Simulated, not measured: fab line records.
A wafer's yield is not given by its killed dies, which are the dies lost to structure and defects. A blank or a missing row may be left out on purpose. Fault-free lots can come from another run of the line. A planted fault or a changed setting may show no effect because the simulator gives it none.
Chamber matching | flow n5Finfet | N5_ZERO_LAYER_PECVD_02 on pecvd-01: 3 sister chambers
The step deposits SiO2 from SiH4/N2O, target thk 10 nm, time 6 s. 14 wafers are shown with their chamber, then 7 later ones without.

== WAFERS, EACH WITH ITS CHAMBER ==
wafer  | chamber | showerheadPlenumPTorr (Torr) | heaterPowerW (W) | susceptorTempC (C)
L939.1 | 0       | 8.28                         | 754              | 400.23
L939.3 | 2       | 8.30                         | 670              | 400.03
L939.5 | 0       | 8.25                         | 758              | 400.31
L941.1 | 0       | 8.26                         | 817              | 399.87
L941.2 | 2       | 8.28                         | 700              | 400.18
L941.4 | 0       | 8.25                         | 796              | 399.87
L943.1 | 2       | 8.29                         | 716              | 400.28
L943.4 | 2       | 8.28                         | 701              | 400.10
L943.6 | 0       | 8.25                         | 855              | 399.88
L945.1 | 1       | 8.37                         | 912              | 399.46
L945.3 | 0       | 8.25                         | 867              | 399.94
L945.5 | 1       | 8.37                         | 888              | 400.12
L947.2 | 0       | 8.25                         | 787              | 399.93
L947.3 | 2       | 8.31                         | 731              | 400.12

SIGNATURES (means of the wafers above)
reading               | chamber 0 | chamber 1 | chamber 2 | scatter within a chamber
showerheadPlenumPTorr | 8.2557    | 8.3700    | 8.2920    | 0.0115
heaterPowerW          | 804.86    | 900.00    | 703.60    | 35.7
susceptorTempC        | 400.0043  | 399.7900  | 400.1420  | 0.204
Rule: a wafer's distance from a chamber is the root of the sum, over the readings, of the square of ((its reading less the chamber's mean) divided by the reading's scatter). If the next closest chamber is less than 2 further off than the closest, the wafer can't be placed; otherwise it belongs to the closest. The scatter: the root of (the sum of the squares of (reading less its chamber's mean) over the shown wafers, divided by (wafers less chambers)).

== WAFERS MISSING THEIR CHAMBER ==
wafer  | showerheadPlenumPTorr (Torr) | heaterPowerW (W) | susceptorTempC (C)
L947.5 | 8.23                         | 772              | 400.09
L950.2 | 8.37                         | 792              | 399.82
L950.3 | 8.26                         | 795              | 400.15
L950.4 | 8.36                         | 821              | 400.18
L951.2 | 8.29                         | 768              | 400.06
L951.3 | 8.38                         | 935              | 399.62
L951.4 | 8.38                         | 925              | 399.63

== WHICH CHAMBER EACH WENT THROUGH ==
wafer  | from the rows above     | in truth
L947.5 | 0                       | 0
L950.2 | 1                       | 1
L950.3 | 0                       | 0
L950.4 | 1                       | 1
L951.2 | can't be placed: 2 or 0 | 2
L951.3 | 1                       | 1
L951.4 | 1                       | 1
6 of 7 placed correctly. These rows do not allow placing 1 (true chamber among the candidates in 1). Wrongly placed: 0.
